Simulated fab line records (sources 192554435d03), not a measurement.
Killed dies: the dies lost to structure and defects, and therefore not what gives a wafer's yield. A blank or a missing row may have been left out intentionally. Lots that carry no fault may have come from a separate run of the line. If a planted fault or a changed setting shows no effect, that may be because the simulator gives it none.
What tool caused it?	flow n5 finfet	route of 1938 steps, sampled at 1 step: 12 lots, 36 wafers

## WHAT THE GAUGES SHOWED, per wafer
N5_BEOL_M8_RS_MEAS_57: the measuring method here is four-point-probe.
lot	measured	on	M8_RS (ohm/sq)
L075	day 10 10:50	film metro-01	0.294 0.294 0.293
L079	day 10 23:26	film metro-02	0.291 0.291 0.283
L078	day 11 19:16	film metro-01	0.291 0.290 0.291
L080	day 12 08:29	film metro-02	0.291 0.283 0.289
L083	day 12 12:22	film metro-01	0.287 0.290 0.288
L085	day 12 21:41	film metro-02	0.290 0.288 0.287
L087	day 13 23:43	film metro-02	0.296 0.297 0.292
L088	day 14 03:37	film metro-01	0.281 0.260 0.268
L092	day 14 10:53	film metro-02	0.284 0.273 0.278
L093	day 15 00:18	film metro-02	0.286 0.277 0.284
L095	day 15 11:44	film metro-02	0.273 0.290 0.285
L097	day 17 14:04	film metro-02	0.287 0.298 0.297

## WHICH TOOL RAN EACH LOT (tool, then ch and the chambers of the sampled wafers, then the start)
There is no process step in the record ahead of these readings.

## THE ANSWER, worked out from the rows above alone
Rule: what is usual is taken from the lots themselves. The widest of any qualifying gaps counts: lots, ordered by their means at a reading, are off when they make up no more than a third of the lots, leave a main group of 4 or more, and stand apart from it by 3 or more times the standard deviation of that group's means. A main group is skipped when, at the precision printed for the reading in the tables above, its means are all equal. Also off: a lot with no number at a reading for which 4 or more lots have one. The other lots that the step has rows for count as sound.
Nothing can be told from this: no lot is off at any reading shown.

## WHAT WAS PUT IN BY THE SIMULATOR
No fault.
